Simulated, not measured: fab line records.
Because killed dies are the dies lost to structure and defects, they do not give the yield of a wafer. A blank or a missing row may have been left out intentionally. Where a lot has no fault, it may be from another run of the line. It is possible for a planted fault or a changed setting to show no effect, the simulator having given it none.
fab line records	flow nand-harc
record lots=24	wafers=72	last-day=25
route steps=1159 shown A_CONTACT@923 A_BLC@975 A_M1@1048
lots untouched by any fault: they come from a run of this same line in which no faults occurred
start-h: start of the lot's first displayed wafer, in hours after the record's first day	wait-h: time in hours since the lot's previous step	" the same as in the row above	L1.1+2: a row that stands for several wafers	- value missing, or start not given	* or withheld: withheld	< > ~ a bound
route shown NAME@n: names a module that has steps shown in the file, with the first one's number in the route	usual: average and standard deviation across the fault-free wafers	same: alike in all rows	chamber/n: place in a boat	sites: each site's reading	_std_site: standard deviation of those values	_edge_site: outer sites' mean less inner sites'	radius-mm: how far each site lies from the wafer's centre	mask NAME#n: copy n	behind: the most recent tool/chamber to have shaped the wafer	hold: what put the lot on hold/how long, in hours/how the hold closed	device: names the non-switching transistor (n, p or np)	end of line: the route-end tests of the same wafers	where a step has no rows: the recipe by itself	killed: dies lost to structure and defects at the first sort, not the wafer's yield	map: the dies of a wafer, with x for killed, . for not killed, _ for no die there
set.NAME: the setting the step ran with; set.NAME@STEP: the setting that earlier step ran with	model.NAME: the simulator's own value behind a step, which no gauge read
route steps across a sampled set of lots; one table per step, one row per wafer
services: when a tool's chamber went out of use (start-h, in hours from the record's first day, below 0 if earlier), for how many hours, and the reason
## steps
# step NHARC_A_CONTACT_DEP_84
# recipe target-thk-a=20000	temp-c=400	material=aC
# usual throttle-valve-pct=34.999/0.008
lot.wafer	tool	chamber	start-h	wait-h	throttle-valve-pct
L074.2	acl-dep-03	0	373.41	-	34.990
L074.3	"	0	"	"	34.998
L074.4	"	0	"	"	35.001
L075.1	acl-dep-01	0	393.91	-	34.990
L075.3	"	0	"	"	34.988
L075.4	"	0	"	"	35.000
L077.1	acl-dep-03	0	394.29	-	35.012
L077.3	"	0	"	"	34.994
L077.5	"	0	"	"	35.015
L076.1	acl-dep-01	0	398.39	-	35.000
L076.3	"	0	"	"	34.999
L076.6	"	0	"	"	35.009
L079.1	acl-dep-01	0	399.61	-	34.993
L079.4	"	0	"	"	34.994
L079.5	"	0	"	"	34.993
L078.2	acl-dep-01	0	403.02	-	34.999
L078.5	"	0	"	"	35.002
L078.6	"	0	"	"	34.989
L080.2	acl-dep-01	0	408.17	-	34.999
L080.5	"	0	"	"	34.994
L080.6	"	0	"	"	34.989
L082.1	acl-dep-03	0	432.67	-	34.994
L082.2	"	0	"	"	35.004
L082.6	"	0	"	"	35.010
L081.2	acl-dep-01	0	433.48	-	34.999
L081.5	"	0	"	"	34.997
L081.6	"	0	"	"	35.010
L083.3	acl-dep-02	0	442.85	-	34.990
L083.4	"	0	"	"	34.989
L083.5	"	0	"	"	34.999
L084.1	acl-dep-03	0	443.28	-	34.981
L084.5	"	0	"	"	34.994
L084.6	"	0	"	"	35.014
L085.2	acl-dep-01	0	448.75	-	35.004
L085.3	"	0	"	"	35.014
L085.4	"	0	"	"	34.996
L087.2	acl-dep-01	0	464.32	-	34.999
L087.3	"	0	"	"	34.989
L087.4	"	0	"	"	35.002
L086.3	acl-dep-01	0	465.77	-	35.000
L086.4	"	0	"	"	34.997
L086.6	"	0	"	"	34.995
L089.3	acl-dep-01	0	470.74	-	34.988
L089.4	"	0	"	"	35.014
L089.5	"	0	"	"	34.995
L088.2	acl-dep-01	0	471.78	-	35.003
L088.5	"	0	"	"	34.991
L088.6	"	0	"	"	35.009
L091.2	acl-dep-02	0	497.94	-	35.012
L091.3	"	0	"	"	34.993
L091.4	"	0	"	"	34.995
L090.1	acl-dep-03	0	498.43	-	35.001
L090.3	"	0	"	"	34.994
L090.4	"	0	"	"	35.006
L092.1	acl-dep-02	0	504.16	-	35.004
L092.2	"	0	"	"	34.994
L092.5	"	0	"	"	35.005
L094.1	acl-dep-03	0	512.97	-	35.003
L094.3	"	0	"	"	35.000
L094.5	"	0	"	"	34.999
L095.2	acl-dep-02	0	516.27	-	35.000
L095.4	"	0	"	"	35.008
L095.6	"	0	"	"	35.005
L096.1	acl-dep-02	0	517.31	-	34.999
L096.3	"	0	"	"	35.010
L096.5	"	0	"	"	35.006
L093.2	acl-dep-01	0	523.06	-	34.997
L093.4	"	0	"	"	34.989
L093.5	"	0	"	"	35.009
L097.2	acl-dep-03	0	524.25	-	35.012
L097.3	"	0	"	"	35.009
L097.4	"	0	"	"	35.006
# step NHARC_A_CONTACT_ETCH_88
# recipe target-depth-a=390	over-etch-frac=0.3	time-s=65	ion-energy-ev=80	cf4-flow-sccm=150	ar-flow-sccm=0	rf-w=300	bias-w=100	chemistry=CF4
# usual drypump-motor-current-A=5.6/0.45	mfc-ar-sccm=0.007/0.0079	oes-product-au=1.004/0.013	rf-vpp-V=150.6/1.1	showerhead-plenum-p-Torr=1.72/0.071	throttle-valve-pct=13.284/0.0095
lot.wafer	tool	chamber	start-h	wait-h	drypump-motor-current-A	mfc-ar-sccm	oes-product-au	rf-hours-counter-h	rf-vpp-V	showerhead-plenum-p-Torr	throttle-valve-pct
L074.4	rie-diel-05	0	375.35	0.1	5.6	0.016	1.007	7	149.5	1.66	13.282
L074.3	"	1	"	"	5.4	0	0.989	7	150.9	1.71	13.285
L074.2	"	2	"	"	5.6	0	0.983	7	151.3	1.70	13.298
L075.4	rie-diel-07	0	396.18	0.1	5.3	0.023	1.028	55	149.8	1.64	13.284
L075.1	"	1	"	"	6.4	0.008	1.015	55	151.2	1.81	13.283
L075.3	"	3	"	"	5.4	0.018	1.004	60	152.5	1.88	13.268
L077.1	rie-diel-11	2	396.71	0.2	5.1	0.010	0.998	6	149.8	1.69	13.287
L077.3	"	0	"	"	6.0	0	0.996	7	153.1	1.79	13.284
L077.5	"	3	"	"	5.5	0	1.011	-	149.0	1.68	13.263
L076.1	rie-diel-07	0	400.57	0.1	5.3	0.023	1.026	57	148.7	1.64	13.298
L076.3	"	2	"	"	6.8	0.007	0.989	54	150.3	1.73	13.273
L076.6	"	0	"	"	5.3	0.023	1.017	-	150.3	1.64	13.287
L079.4	rie-diel-11	2	401.89	0.1	5.1	0.010	1.010	7	150.1	1.69	13.283
L079.1	"	3	"	"	5.5	0	1.010	7	150.4	1.68	13.283
L079.5	"	0	"	"	6.0	0	1.005	-	152.3	1.79	13.273
L078.2	rie-diel-05	2	405.89	0.1	5.6	0	0.973	14	149.2	1.70	13.299
L078.6	"	0	"	"	5.6	0.016	1.000	-	149.5	1.66	13.263
L078.5	"	2	"	"	5.7	0	0.975	-	149.2	1.70	13.280
L080.2	rie-diel-05	2	410.23	0.1	5.6	0	0.980	16	149.6	1.70	13.290
L080.6	"	2	"	"	5.6	0	0.981	-	151.9	1.70	13.279
L080.5	"	3	"	"	5.5	0	1.018	-	150.7	1.70	13.297
L082.2	rie-diel-11	2	434.97	0.1	5.1	0.010	0.999	21	150.7	1.69	13.271
L082.1	"	1	"	"	5.1	0	1.004	20	149.7	1.66	13.278
L082.6	"	3	"	"	5.5	0	1.018	-	149.6	1.67	13.299
L081.2	rie-diel-05	0	435.78	0.1	5.6	0.016	0.996	19	150.3	1.66	13.289
L081.6	"	3	"	"	5.5	0	1.014	-	151.3	1.70	13.285
L081.5	"	0	"	"	5.6	0.016	1.006	-	150.2	1.66	13.287
L083.4	rie-diel-11	1	444.71	0.1	5.1	0	1.000	23	149.0	1.66	13.296
L083.3	"	3	"	"	5.5	0	1.020	24	150.5	1.67	13.274
L083.5	"	0	"	"	6.0	0	0.995	-	150.7	1.79	13.275
L084.1	rie-diel-05	3	445.56	0.1	5.5	0	1.015	19	150.8	1.70	13.273
L084.6	"	2	"	"	5.6	0	0.984	-	150.4	1.70	13.285
L084.5	"	3	"	"	5.5	0	1.016	-	147.8	1.70	13.282
L085.4	rie-diel-05	3	450.66	0.1	5.5	0	1.023	20	151.4	1.70	13.288
L085.2	"	0	"	"	5.6	0.016	1.014	21	149.4	1.66	13.282
L085.3	"	2	"	"	5.6	0	0.989	22	150.9	1.70	13.299
L087.4	rie-diel-11	1	466.41	0.1	5.1	0	1.000	32	149.8	1.66	13.282
L087.2	"	2	"	"	5.1	0.010	0.996	32	152.1	1.68	13.283
L087.3	"	3	"	"	5.5	0	1.012	34	150.1	1.67	13.275
L086.3	rie-diel-05	0	467.60	0.1	5.6	0.016	1.017	24	149.1	1.66	13.277
L086.4	"	2	"	"	5.6	0	0.994	24	150.2	1.70	13.300
L086.6	"	0	"	"	5.6	0.016	1.011	-	149.8	1.66	13.288
L089.3	rie-diel-07	2	472.63	0.1	6.8	0.007	0.983	24	150.0	1.73	13.278
L089.4	"	2	"	"	6.8	0.007	0.982	-	150.4	1.73	13.278
L089.5	"	1	"	"	6.3	0.008	1.006	-	152.3	1.81	13.285
L088.2	rie-diel-05	0	473.72	0.1	5.6	0.016	1.015	25	150.4	1.66	13.278
L088.5	"	1	"	"	5.4	0	1.017	-	150.5	1.71	13.278
L088.6	"	2	"	"	5.6	0	0.984	-	150.4	1.70	13.291
L091.2	rie-diel-05	3	499.88	0.1	5.5	0	1.025	29	149.8	1.69	13.268
L091.4	"	0	"	"	5.6	0.016	1.009	29	150.1	1.66	13.294
L091.3	"	2	"	"	5.6	0	0.989	28	150.6	1.70	13.283
L090.3	rie-diel-07	2	500.56	0.1	6.7	0.007	0.982	29	150.9	1.73	13.300
L090.4	"	3	"	"	5.4	0.018	0.997	27	152.6	1.87	13.289
L090.1	"	0	"	"	5.3	0.023	1.015	24	152.9	1.90	13.278
L092.1	rie-diel-05	0	506.33	0.1	5.6	0.016	1.010	31	150.1	1.66	13.301
L092.2	"	2	"	"	5.6	0	1.000	29	148.2	1.70	13.284
L092.5	"	0	"	"	5.6	0.016	1.016	-	148.7	1.66	13.299
L094.1	rie-diel-07	2	515.22	0.1	6.8	0.007	0.987	36	150.5	1.72	13.289
L094.3	"	0	"	"	5.3	0.023	0.995	30	152.6	1.90	13.291
L094.5	"	3	"	"	5.4	0.018	1.000	-	152.5	1.87	13.277
L095.2	rie-diel-05	0	518.33	0.1	5.5	0.016	1.011	34	149.6	1.66	13.288
L095.4	"	2	"	"	5.6	0	0.999	33	150.0	1.69	13.289
L095.6	"	1	"	"	5.4	0	1.017	-	150.9	1.71	13.280
L096.3	rie-diel-07	3	519.45	0.1	5.5	0.018	1.001	35	151.5	1.87	13.278
L096.1	"	1	"	"	6.4	0.008	1.019	34	152.1	1.80	13.274
L096.5	"	2	"	"	6.7	0.007	0.995	-	149.5	1.72	13.298
L093.2	rie-diel-11	0	525.23	0.2	6.0	0	1.004	50	151.1	1.78	13.269
L093.4	"	1	"	"	5.1	0	0.995	51	149.8	1.65	13.291
L093.5	"	0	"	"	6.0	0	1.009	-	151.6	1.78	13.276
L097.2	rie-diel-07	2	526.44	0.2	6.7	0.007	0.989	41	151.6	1.72	13.286
L097.3	"	0	"	"	5.3	0.023	1.001	36	153.8	1.90	13.282
L097.4	"	2	"	"	6.7	0.007	0.992	-	149.9	1.72	13.270
# step NHARC_A_CONTACT_ETCH_136
# recipe source-w=withheld	pressure-mtorr=20	bias-v=3000	time-s=132	target-depth-a=12870	ar-flow-sccm=withheld	c4f8-flow-sccm=withheld	o2-flow-sccm=withheld	chemistry=C4F8/O2/Ar
lot.wafer	tool	chamber	start-h	wait-h	rf-hours-counter-h
L074.2	har-cap-etch-02	0	376.63	0.1	10
L074.4	"	0	"	"	-
L074.3	"	1	"	"	-
L075.1	har-cap-etch-03	0	397.57	0.1	87
L075.3	"	0	"	"	-
L075.4	"	1	"	"	-
L077.1	har-cap-etch-02	0	398.08	0.1	16
L077.3	"	1	"	"	-
L077.5	"	1	"	"	-
L076.1	har-cap-etch-01	0	401.89	0.1	62
L076.3	"	1	"	"	-
L076.6	"	1	"	"	-
L079.1	har-cap-etch-02	1	403.25	0.1	16
L079.4	"	0	"	"	-
L079.5	"	1	"	"	-
L078.2	har-cap-etch-01	1	407.61	0.1	62
L078.6	"	1	"	"	-
L078.5	"	0	"	"	-
L080.2	har-cap-etch-02	0	411.64	0.1	17
L080.6	"	0	"	"	-
L080.5	"	1	"	"	-
L082.1	har-cap-etch-01	0	436.64	0.1	67
L082.2	"	1	"	"	67
L082.6	"	1	"	"	-
L081.2	har-cap-etch-03	1	437.03	0.1	94
L081.5	"	0	"	"	-
L081.6	"	1	"	"	-
L083.4	har-cap-etch-01	1	446.01	0.1	-
L083.3	"	0	"	"	-
L083.5	"	1	"	"	-
L084.1	har-cap-etch-03	0	446.87	0.1	95
L084.6	"	1	"	"	-
L084.5	"	0	"	"	-
L085.2	har-cap-etch-01	1	451.90	0.1	68
L085.4	"	1	"	"	-
L085.3	"	0	"	"	-
L087.2	har-cap-etch-02	1	467.69	0.1	26
L087.4	"	0	"	"	-
L087.3	"	1	"	"	-
L086.4	har-cap-etch-02	0	468.92	0.1	-
L086.3	"	1	"	"	-
L086.6	"	0	"	"	-
L089.4	har-cap-etch-01	1	474.07	0.1	-
L089.3	"	0	"	"	-
L089.5	"	0	"	"	-
L088.2	har-cap-etch-02	0	474.96	0.1	27
L088.5	"	1	"	"	-
L088.6	"	0	"	"	-
L091.2	har-cap-etch-01	1	501.10	0.1	75
L091.4	"	1	"	"	-
L091.3	"	0	"	"	-
L090.1	har-cap-etch-02	0	501.82	0.1	30
L090.3	"	0	"	"	-
L090.4	"	1	"	"	-
L092.2	har-cap-etch-02	1	507.72	0.1	31
L092.1	"	0	"	"	31
L092.5	"	1	"	"	-
L094.1	har-cap-etch-02	0	516.47	0.1	33
L094.3	"	1	"	"	-
L094.5	"	0	"	"	-
L095.2	har-cap-etch-02	1	519.64	0.1	34
L095.4	"	0	"	"	-
L095.6	"	1	"	"	-
L096.1	har-cap-etch-03	0	520.77	0.1	110
L096.3	"	1	"	"	-
L096.5	"	0	"	"	-
L093.2	har-cap-etch-02	0	527.81	0.1	36
L093.4	"	0	"	"	-
L093.5	"	1	"	"	-
L097.2	har-cap-etch-03	1	528.13	0.1	112
L097.3	"	1	"	"	-
L097.4	"	0	"	"	-
# step NHARC_A_BLC_OVL_MEAS_11
# usual overlay-x-nm=-0.1/0.81	overlay-y-nm=-0.1/0.76
lot.wafer	tool	chamber	start-h	wait-h	overlay-x-nm	overlay-y-nm
L074.2	overlay-02	-	392.43	-	0.1	0.1
L074.3	"	-	"	"	0.3	0.0
L074.4	"	-	"	"	-0.7	0.1
L075.1	overlay-02	-	401.85	-	1.0	1.3
L075.3	"	-	"	"	1.4	0.5
L075.4	"	-	"	"	1.4	0.5
L077.1	overlay-01	-	402.58	-	0.7	-0.5
L077.3	"	-	"	"	0.8	-0.6
L077.5	"	-	"	"	1.3	-0.8
L076.1	overlay-02	-	406.00	-	-0.3	1.1
L076.3	"	-	"	"	-0.7	1.7
L076.6	"	-	"	"	-0.3	1.7
L079.1	overlay-01	-	407.59	-	-1.5	0.0
L079.4	"	-	"	"	-0.9	0.5
L079.5	"	-	"	"	-0.9	0.8
L078.2	overlay-02	-	411.87	-	0.3	-0.6
L078.5	"	-	"	"	-0.1	-0.3
L078.6	"	-	"	"	0.4	-0.8
L080.2	overlay-02	-	417.51	-	0.0	-0.6
L080.5	"	-	"	"	-0.4	-0.4
L080.6	"	-	"	"	-0.9	-0.3
L082.1	overlay-01	-	440.87	-	-0.7	-0.3
L082.2	"	-	"	"	-0.1	-0.2
L082.6	"	-	"	"	-0.3	-0.1
L081.2	overlay-01	-	441.08	-	1.0	0.0
L081.5	"	-	"	"	1.0	-0.3
L081.6	"	-	"	"	0.8	-0.7
L083.3	overlay-01	-	452.61	-	0.3	-1.1
L083.4	"	-	"	"	-0.1	-0.7
L083.5	"	-	"	"	0.4	-1.8
L084.1	overlay-02	-	457.06	-	0.1	0.8
L084.5	"	-	"	"	0.1	1.4
L084.6	"	-	"	"	0.1	1.1
L085.2	overlay-01	-	457.81	-	-0.6	-0.6
L085.3	"	-	"	"	-0.3	-0.7
L085.4	"	-	"	"	-0.5	-0.4
L087.2	overlay-02	-	471.73	-	1.1	-0.6
L087.3	"	-	"	"	0.8	-0.5
L087.4	"	-	"	"	1.3	-0.1
L086.3	overlay-02	-	472.96	-	0.1	0.4
L086.4	"	-	"	"	-0.7	0.0
L086.6	"	-	"	"	-0.5	0.5
L089.3	overlay-01	-	483.22	-	-2.1	-1.7
L089.4	"	-	"	"	-2.0	-1.7
L089.5	"	-	"	"	-1.5	-1.5
L088.2	overlay-01	-	483.99	-	-0.7	0.0
L088.5	"	-	"	"	-1.1	0.8
L088.6	"	-	"	"	-1.4	0.8
L091.2	overlay-01	-	507.70	-	-0.5	0.3
L091.3	"	-	"	"	-0.3	0.2
L091.4	"	-	"	"	-0.2	0.3
L090.1	overlay-02	-	508.45	-	-0.1	0.0
L090.3	"	-	"	"	0.0	0.3
L090.4	"	-	"	"	-0.1	-0.2
L092.1	overlay-02	-	516.31	-	-0.5	0.6
L092.2	"	-	"	"	-0.8	0.8
L092.5	"	-	"	"	-0.7	0.4
L094.1	overlay-01	-	521.99	-	-1.0	0.0
L094.3	"	-	"	"	-1.3	-0.1
L094.5	"	-	"	"	-1.2	0.2
L095.2	overlay-01	-	523.83	-	0.8	0.4
L095.4	"	-	"	"	0.8	0.7
L095.6	"	-	"	"	1.2	0.7
L096.1	overlay-02	-	525.45	-	0.1	-0.6
L096.3	"	-	"	"	-0.2	-0.1
L096.5	"	-	"	"	0.1	-0.2
L093.2	overlay-01	-	532.11	-	-0.5	0.4
L093.4	"	-	"	"	-0.3	-0.2
L093.5	"	-	"	"	-0.4	0.3
L097.2	overlay-01	-	532.84	-	0.1	-1.0
L097.3	"	-	"	"	-0.6	-0.3
L097.4	"	-	"	"	-0.1	-0.6
# step NHARC_A_BLC_CMP_25
# recipe t-overpolish-s=30	target-thk-nm=150
# usual motor-current-A=12.0/1.5	overpolish-run-s=29.999/0.0095	time-to-endpoint-s=31.4/2.7
lot.wafer	tool	chamber	start-h	wait-h	motor-current-A	overpolish-run-s	time-to-endpoint-s
L074.3	cmp-01	1	399.43	0.3	10.4	29.982	34.2
L074.2	"	2	"	"	12.0	29.998	30.8
L074.4	"	3	"	"	12.4	29.985	32.2
L075.1	cmp-03	3	404.53	0.4	9.9	29.988	32.4
L075.4	"	0	"	"	12.7	30.009	34.6
L075.3	"	1	"	"	12.4	29.993	28.7
L077.3	cmp-03	2	405.33	0.4	13.5	29.991	32.2
L077.1	"	3	"	"	10.7	29.996	30.8
L077.5	"	0	"	"	13.2	30.011	31.7
L076.1	cmp-03	1	408.72	0.5	12.4	30.000	31.0
L076.3	"	2	"	"	14.0	29.997	30.2
L076.6	"	0	"	"	12.7	30.000	33.9
L079.4	cmp-01	3	410.28	0.3	13.2	29.997	30.4
L079.1	"	1	"	"	10.1	29.998	38.4
L079.5	"	2	"	"	11.7	30.011	28.1
L078.2	cmp-03	3	416.72	0.6	10.7	29.999	29.9
L078.6	"	0	"	"	13.1	29.993	30.1
L078.5	"	1	"	"	12.6	30.005	28.5
L080.2	cmp-02	2	427.44	0.5	12.0	30.011	31.4
L080.5	"	2	"	"	12.3	30.004	30.1
L080.6	"	3	"	"	12.2	30.003	35.3
L082.2	cmp-03	1	447.12	0.5	13.2	30.007	32.4
L082.1	"	2	"	"	14.2	29.997	30.5
L082.6	"	0	"	"	13.3	29.998	38.3
L081.2	cmp-03	3	447.58	0.5	9.8	29.991	30.9
L081.6	"	0	"	"	12.3	30.014	31.4
L081.5	"	1	"	"	12.5	29.983	28.1
L083.4	cmp-03	2	457.25	0.4	15.0	29.995	25.9
L083.3	"	3	"	"	10.7	30.002	32.2
L083.5	"	1	"	"	13.0	30.008	28.6
L084.1	cmp-02	2	461.02	0.5	12.9	29.996	30.4
L084.5	"	2	"	"	12.2	29.990	30.9
L084.6	"	3	"	"	12.0	30.019	29.7
L085.4	cmp-02	3	464.27	0.2	12.0	30.003	30.9
L085.2	"	1	"	"	11.2	29.996	28.8
L085.3	"	2	"	"	12.6	30.003	32.0
L087.3	cmp-02	3	476.69	0.3	11.6	29.991	31.8
L087.2	"	1	"	"	11.7	29.977	28.0
L087.4	"	2	"	"	12.1	30.002	30.0
L086.3	cmp-02	2	481.45	0.3	12.6	30.002	30.3
L086.4	"	0	"	"	9.7	30.000	34.3
L086.6	"	2	"	"	12.6	30.000	29.8
L089.3	cmp-01	2	500.98	0.3	10.9	29.988	29.3
L089.4	"	3	"	"	13.5	29.987	28.5
L089.5	"	2	"	"	11.7	29.992	27.5
L088.2	cmp-02	1	501.49	0.5	11.7	29.998	26.9
L088.6	"	2	"	"	12.6	30.001	28.5
L088.5	"	3	"	"	12.2	29.998	30.2
L091.2	cmp-01	0	514.90	0.5	12.9	30.008	35.7
L091.3	"	1	"	"	10.5	30.016	36.6
L091.4	"	3	"	"	13.6	29.988	31.5
L090.4	cmp-03	3	515.37	0.3	10.0	30.004	28.7
L090.1	"	0	"	"	12.4	29.987	27.1
L090.3	"	1	"	"	13.1	29.992	28.1
L092.1	cmp-03	2	520.63	0.5	15.0	29.990	30.6
L092.2	"	3	"	"	10.5	30.002	30.7
L092.5	"	2	"	"	14.7	30.005	30.4
L094.3	cmp-03	3	524.68	0.3	10.7	29.996	33.2
L094.1	"	0	"	"	12.9	30.006	34.7
L094.5	"	2	"	"	15.0	30.006	30.9
L095.4	cmp-02	3	526.79	0.3	10.8	29.990	31.2
L095.2	"	1	"	"	11.3	30.013	28.1
L095.6	"	0	"	"	9.6	30.022	32.2
L096.1	cmp-02	3	528.16	0.4	11.3	30.007	32.1
L096.3	"	1	"	"	11.3	30.012	33.6
L096.5	"	3	"	"	12.0	29.990	33.0
L093.4	cmp-02	2	537.10	0.3	12.5	29.990	28.4
L093.2	"	0	"	"	8.8	30.002	32.7
L093.5	"	2	"	"	12.4	30.008	26.3
L097.3	cmp-01	3	537.52	0.3	13.4	30.000	30.5
L097.2	"	0	"	"	13.6	30.011	32.9
L097.4	"	2	"	"	12.3	30.007	27.9
# step NHARC_A_M1_PVD_20
# recipe target-thk-a=50	bias-v=168.6	power-w=15000	chamber-pressure-pa=0.12	time-s=8.06	substrate-temp-c=50	material=TaN
# usual cathode-dc-power-W=15000/2.7	throttle-valve-pct=30.4/0.95
lot.wafer	tool	chamber	start-h	wait-h	cathode-dc-power-W	throttle-valve-pct
L074.2	pvd-sputter-01	-	-	-	14998	30.0
L074.3	"	-	"	"	14996	30.9
L074.4	"	-	"	"	14996	29.3
L075.1	pvd-sputter-01	-	-	-	15002	31.0
L075.4	"	-	"	"	15000	30.5
L075.3	"	-	"	"	15001	29.4
L077.1	pvd-sputter-03	-	-	-	15001	30.8
L077.3	"	-	"	"	14999	30.6
L077.5	"	-	"	"	14999	30.8
L076.1	pvd-sputter-03	-	-	-	15000	31.5
L076.3	"	-	"	"	15001	30.7
L076.6	"	-	"	"	14998	31.8
L079.1	pvd-sputter-02	-	-	-	15000	31.8
L079.4	"	-	"	"	14996	28.3
L079.5	"	-	"	"	14996	31.9
L078.2	pvd-sputter-01	-	-	-	15000	29.4
L078.5	"	-	"	"	14997	31.4
L078.6	"	-	"	"	14998	29.9
L080.2	pvd-sputter-01	-	-	-	15000	30.9
L080.5	"	-	"	"	15002	30.6
L080.6	"	-	"	"	14998	29.4
L082.1	pvd-sputter-01	-	-	-	15004	29.5
L082.2	"	-	"	"	15001	29.9
L082.6	"	-	"	"	15001	31.5
L081.2	pvd-sputter-03	-	-	-	14996	31.9
L081.5	"	-	"	"	15003	32.0
L081.6	"	-	"	"	14999	30.6
L083.3	pvd-sputter-02	-	-	-	15002	28.1
L083.4	"	-	"	"	15000	29.3
L083.5	"	-	"	"	14998	28.4
L084.1	pvd-sputter-01	-	-	-	14996	29.7
L084.5	"	-	"	"	15002	30.9
L084.6	"	-	"	"	15000	29.4
L085.4	pvd-sputter-02	-	-	-	15003	28.2
L085.2	"	-	"	"	15000	32.0
L085.3	"	-	"	"	14998	29.9
L087.2	pvd-sputter-01	-	-	-	15003	30.8
L087.4	"	-	"	"	15004	31.2
L087.3	"	-	"	"	14997	29.7
L086.4	pvd-sputter-01	-	-	-	15002	29.5
L086.3	"	-	"	"	15001	31.3
L086.6	"	-	"	"	14994	29.6
L089.3	pvd-sputter-02	-	-	-	15001	28.3
L089.4	"	-	"	"	14998	29.8
L089.5	"	-	"	"	14998	30.0
L088.2	pvd-sputter-03	-	-	-	14996	30.1
L088.6	"	-	"	"	15005	30.9
L088.5	"	-	"	"	15004	30.2
L091.3	pvd-sputter-02	-	-	-	15000	28.4
L091.4	"	-	"	"	15003	32.0
L091.2	"	-	"	"	14999	29.8
L090.3	pvd-sputter-03	-	-	-	14999	31.0
L090.1	"	-	"	"	15007	30.8
L090.4	"	-	"	"	15003	30.3
L092.2	pvd-sputter-02	-	-	-	15004	30.2
L092.1	"	-	"	"	14998	31.9
L092.5	"	-	"	"	15002	29.8
L094.1	pvd-sputter-03	-	-	-	15000	30.4
L094.3	"	-	"	"	14996	31.2
L094.5	"	-	"	"	14998	31.0
L095.4	pvd-sputter-01	-	-	-	14998	29.5
L095.2	"	-	"	"	15001	30.7
L095.6	"	-	"	"	14996	29.8
L096.1	pvd-sputter-01	-	-	-	15001	30.7
L096.3	"	-	"	"	15000	29.8
L096.5	"	-	"	"	15004	30.7
L093.2	pvd-sputter-03	-	-	-	14997	30.8
L093.4	"	-	"	"	14999	30.3
L093.5	"	-	"	"	15000	30.1
L097.2	pvd-sputter-03	-	-	-	15001	30.9
L097.3	"	-	"	"	14999	30.4
L097.4	"	-	"	"	14996	31.7
## services
tool	chamber	start-h	hours	kind
cmp-03	-	352.00	4.0	pm
cmp-02	-	367.49	2.8	repair
pvd-sputter-01	-	380.41	2.9	repair
pvd-sputter-03	-	392.28	1.3	repair
rie-diel-05	1	402.40	9.1	repair
rie-diel-05	3	404.23	2.5	repair
rie-diel-07	-	405.52	9.0	pm
cmp-03	-	411.00	0.9	repair
cmp-02	-	422.50	4.0	pm
cmp-02	-	427.69	3.4	repair
cmp-02	-	442.35	6.8	repair
cmp-03	-	450.00	4.0	pm
pvd-sputter-03	-	458.04	10.0	pm
pvd-sputter-01	-	473.36	1.2	repair
acl-dep-01	-	475.03	13.0	pm
pvd-sputter-03	-	476.42	1.3	repair
cmp-03	-	485.29	1.7	repair
rie-diel-05	2	490.41	3.5	repair
rie-diel-05	1	500.95	8.1	repair
pvd-sputter-01	-	514.01	10.0	pm
rie-diel-05	-	518.63	9.0	pm
cmp-02	-	520.50	4.0	pm
cmp-03	-	526.56	0.8	repair
pvd-sputter-01	-	527.49	1.4	repair
## key
fault none
